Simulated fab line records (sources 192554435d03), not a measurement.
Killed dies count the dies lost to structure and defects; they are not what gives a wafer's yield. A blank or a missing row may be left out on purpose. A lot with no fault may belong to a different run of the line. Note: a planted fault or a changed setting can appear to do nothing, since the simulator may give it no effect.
Matching of chambers || flow n5_finfet || 4 sister chambers for N5_MOL_CONTACT_COAG_ALD_133 on ald_sin-02
The step deposits SiO2, target thk 5 nm, pulse time 1 s, co reactant pulse time 1 s. 24 wafers are shown with their chamber, then 12 later ones without.

## EACH WAFER AND ITS CHAMBER
{"wafer": "L075.1", "chamber": 1, "heater_power_w (W)": 87, "precursor_pulse_height_rel": 1.035, "chamber_pressure_Torr (Torr)": 2.004}
{"wafer": "L075.4", "chamber": 0, "heater_power_w (W)": 65, "precursor_pulse_height_rel": 1.011, "chamber_pressure_Torr (Torr)": 2.005}
{"wafer": "L075.6", "chamber": 3, "heater_power_w (W)": 76, "precursor_pulse_height_rel": 1.009, "chamber_pressure_Torr (Torr)": 1.996}
{"wafer": "L076.2", "chamber": 0, "heater_power_w (W)": 64, "precursor_pulse_height_rel": 1.012, "chamber_pressure_Torr (Torr)": 1.998}
{"wafer": "L076.3", "chamber": 1, "heater_power_w (W)": 85, "precursor_pulse_height_rel": 1.037, "chamber_pressure_Torr (Torr)": 2.006}
{"wafer": "L076.5", "chamber": 0, "heater_power_w (W)": 64, "precursor_pulse_height_rel": 1.048, "chamber_pressure_Torr (Torr)": 1.998}
{"wafer": "L080.4", "chamber": 3, "heater_power_w (W)": 79, "precursor_pulse_height_rel": 1.009, "chamber_pressure_Torr (Torr)": 1.997}
{"wafer": "L080.5", "chamber": 0, "heater_power_w (W)": 64, "precursor_pulse_height_rel": 0.990, "chamber_pressure_Torr (Torr)": 2.001}
{"wafer": "L080.6", "chamber": 1, "heater_power_w (W)": 86, "precursor_pulse_height_rel": 1.005, "chamber_pressure_Torr (Torr)": 2.001}
{"wafer": "L081.3", "chamber": 0, "heater_power_w (W)": 64, "precursor_pulse_height_rel": 1.004, "chamber_pressure_Torr (Torr)": 1.999}
{"wafer": "L081.5", "chamber": 0, "heater_power_w (W)": 65, "precursor_pulse_height_rel": 1.007, "chamber_pressure_Torr (Torr)": 2.002}
{"wafer": "L081.6", "chamber": 3, "heater_power_w (W)": 79, "precursor_pulse_height_rel": 0.982, "chamber_pressure_Torr (Torr)": 1.994}
{"wafer": "L082.1", "chamber": 3, "heater_power_w (W)": 77, "precursor_pulse_height_rel": 1.002, "chamber_pressure_Torr (Torr)": 1.998}
{"wafer": "L082.2", "chamber": 2, "heater_power_w (W)": 68, "precursor_pulse_height_rel": 1.019, "chamber_pressure_Torr (Torr)": 1.997}
{"wafer": "L082.3", "chamber": 0, "heater_power_w (W)": 63, "precursor_pulse_height_rel": 1.006, "chamber_pressure_Torr (Torr)": 1.993}
{"wafer": "L083.1", "chamber": 3, "heater_power_w (W)": 79, "precursor_pulse_height_rel": 1.016, "chamber_pressure_Torr (Torr)": 2.004}
{"wafer": "L083.3", "chamber": 1, "heater_power_w (W)": 85, "precursor_pulse_height_rel": 1.032, "chamber_pressure_Torr (Torr)": 2.003}
{"wafer": "L083.4", "chamber": 2, "heater_power_w (W)": 70, "precursor_pulse_height_rel": 0.983, "chamber_pressure_Torr (Torr)": 2.000}
{"wafer": "L085.2", "chamber": 1, "heater_power_w (W)": 88, "precursor_pulse_height_rel": 1.003, "chamber_pressure_Torr (Torr)": 1.999}
{"wafer": "L085.4", "chamber": 0, "heater_power_w (W)": 66, "precursor_pulse_height_rel": 1.025, "chamber_pressure_Torr (Torr)": 2.002}
{"wafer": "L085.6", "chamber": 2, "heater_power_w (W)": 69, "precursor_pulse_height_rel": 1.014, "chamber_pressure_Torr (Torr)": 2.003}
{"wafer": "L086.1", "chamber": 0, "heater_power_w (W)": 64, "precursor_pulse_height_rel": 0.991, "chamber_pressure_Torr (Torr)": 1.999}
{"wafer": "L086.2", "chamber": 1, "heater_power_w (W)": 86, "precursor_pulse_height_rel": 1.030, "chamber_pressure_Torr (Torr)": 1.993}
{"wafer": "L086.4", "chamber": 2, "heater_power_w (W)": 70, "precursor_pulse_height_rel": 0.982, "chamber_pressure_Torr (Torr)": 2.005}

SIGNATURES (means of the wafers above)
{"reading": "heater_power_w", "chamber 0": 64.33, "chamber 1": 86.17, "chamber 2": 69.25, "chamber 3": 78.00, "scatter within a chamber": 1.09}
{"reading": "precursor_pulse_height_rel", "chamber 0": 1.01044, "chamber 1": 1.02367, "chamber 2": 0.99950, "chamber 3": 1.00360, "scatter within a chamber": 0.0166}
{"reading": "chamber_pressure_Torr", "chamber 0": 1.99967, "chamber 1": 2.00100, "chamber 2": 2.00125, "chamber 3": 1.99780, "scatter within a chamber": 0.00382}
Rule: distance of a wafer from a chamber = root of the sum over the readings of ((wafer's reading minus chamber's mean) / reading's scatter) squared. The wafer belongs to the nearest chamber; if the next one is less than 2 further off, it can't be placed. The scatter: take each reading less its chamber's mean, square it, sum over the shown wafers, divide by the number of wafers less the number of chambers, and take the root.

## WAFERS WITHOUT THEIR CHAMBER
{"wafer": "L087.1", "heater_power_w (W)": 64, "precursor_pulse_height_rel": 0.991, "chamber_pressure_Torr (Torr)": 1.993}
{"wafer": "L087.3", "heater_power_w (W)": 76, "precursor_pulse_height_rel": 0.980, "chamber_pressure_Torr (Torr)": 1.993}
{"wafer": "L087.6", "heater_power_w (W)": 86, "precursor_pulse_height_rel": 0.977, "chamber_pressure_Torr (Torr)": 1.992}
{"wafer": "L090.1", "heater_power_w (W)": 86, "precursor_pulse_height_rel": 0.973, "chamber_pressure_Torr (Torr)": 1.998}
{"wafer": "L090.2", "heater_power_w (W)": 68, "precursor_pulse_height_rel": 1.021, "chamber_pressure_Torr (Torr)": 2.005}
{"wafer": "L090.3", "heater_power_w (W)": 65, "precursor_pulse_height_rel": 1.034, "chamber_pressure_Torr (Torr)": 1.994}
{"wafer": "L091.1", "heater_power_w (W)": 80, "precursor_pulse_height_rel": 1.018, "chamber_pressure_Torr (Torr)": 2.000}
{"wafer": "L091.2", "heater_power_w (W)": 68, "precursor_pulse_height_rel": 1.007, "chamber_pressure_Torr (Torr)": 2.006}
{"wafer": "L091.6", "heater_power_w (W)": 80, "precursor_pulse_height_rel": 1.000, "chamber_pressure_Torr (Torr)": 2.007}
{"wafer": "L092.4", "heater_power_w (W)": 87, "precursor_pulse_height_rel": 1.024, "chamber_pressure_Torr (Torr)": 2.001}
{"wafer": "L092.5", "heater_power_w (W)": 77, "precursor_pulse_height_rel": 1.000, "chamber_pressure_Torr (Torr)": 2.001}
{"wafer": "L092.6", "heater_power_w (W)": 63, "precursor_pulse_height_rel": 0.985, "chamber_pressure_Torr (Torr)": 1.996}

## EACH ONE'S CHAMBER
{"wafer": "L087.1", "from the rows above": 0, "in truth": 0}
{"wafer": "L087.3", "from the rows above": 3, "in truth": 3}
{"wafer": "L087.6", "from the rows above": 1, "in truth": 1}
{"wafer": "L090.1", "from the rows above": 1, "in truth": 1}
{"wafer": "L090.2", "from the rows above": "can't be placed: 2 or 0", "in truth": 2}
{"wafer": "L090.3", "from the rows above": 0, "in truth": 0}
{"wafer": "L091.1", "from the rows above": 3, "in truth": 3}
{"wafer": "L091.2", "from the rows above": 2, "in truth": 2}
{"wafer": "L091.6", "from the rows above": 3, "in truth": 3}
{"wafer": "L092.4", "from the rows above": 1, "in truth": 1}
{"wafer": "L092.5", "from the rows above": 3, "in truth": 3}
{"wafer": "L092.6", "from the rows above": 0, "in truth": 0}
Correct placement for 11 of the 12. Cannot be placed on the basis of these rows: 1; the candidates contain the true chamber in 1. Number placed wrongly: 0.
